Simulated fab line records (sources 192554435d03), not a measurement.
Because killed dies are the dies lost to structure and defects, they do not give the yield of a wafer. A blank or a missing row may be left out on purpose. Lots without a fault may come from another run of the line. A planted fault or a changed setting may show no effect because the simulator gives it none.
Chamber matching    flow n5_finfet    cmp-01 running N5_GATE_CUT_CMP_43: 4 sister chambers
The step polishes SiO2. 8 wafers are shown with their chamber, then 8 later ones without.

EACH WAFER AND ITS CHAMBER
wafer   chamber  motor_current_A (A)  slurry_filter_dp_kPa (kPa)
L086.2  0        10.5                 13.47
L086.5  1        14.7                 13.47
L088.2  3        11.9                 13.40
L088.5  2        12.0                 13.81
L089.2  3        11.1                 13.49
L089.4  0        10.9                 13.56
L089.6  1        15.2                 13.43
L094.4  2        12.1                 13.40

WAFERS MISSING THEIR CHAMBER
wafer   motor_current_A (A)  slurry_filter_dp_kPa (kPa)
L094.5  12.5                 13.42
L094.6  11.3                 13.64
L095.1  10.9                 13.62
L095.5  12.4                 13.48
L095.6  11.3                 13.44
L097.1  11.3                 13.46
L097.4  12.2                 13.29
L097.5  11.1                 13.52

THE CHAMBER EACH PASSED THROUGH
wafer   from the rows above           in truth
L094.5  can't be placed: 2 or 3       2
L094.6  can't be placed: 3 or 0 or 2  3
L095.1  can't be placed: 0 or 3       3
L095.5  can't be placed: 2 or 3       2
L095.6  can't be placed: 3 or 0 or 2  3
L097.1  can't be placed: 3 or 0 or 2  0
L097.4  can't be placed: 2 or 3       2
L097.5  can't be placed: 0 or 3 or 2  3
Correctly placed: 0 of 8. Can't be placed from these rows: 8 (the true chamber is among the candidates in 8). Number placed wrongly: 0.
How it was worked out, from the rows above alone: a wafer's distance from a chamber is the root of the sum, over the readings, of the square of ((its reading less the chamber's mean) divided by the reading's scatter). The wafer belongs to the nearest chamber; if the next one is less than 2 further off, it can't be placed. Each chamber's mean is taken over the wafers shown for it. The scatter: the root of (the sum of the squares of (reading less its chamber's mean) over the shown wafers, divided by (wafers less chambers)).
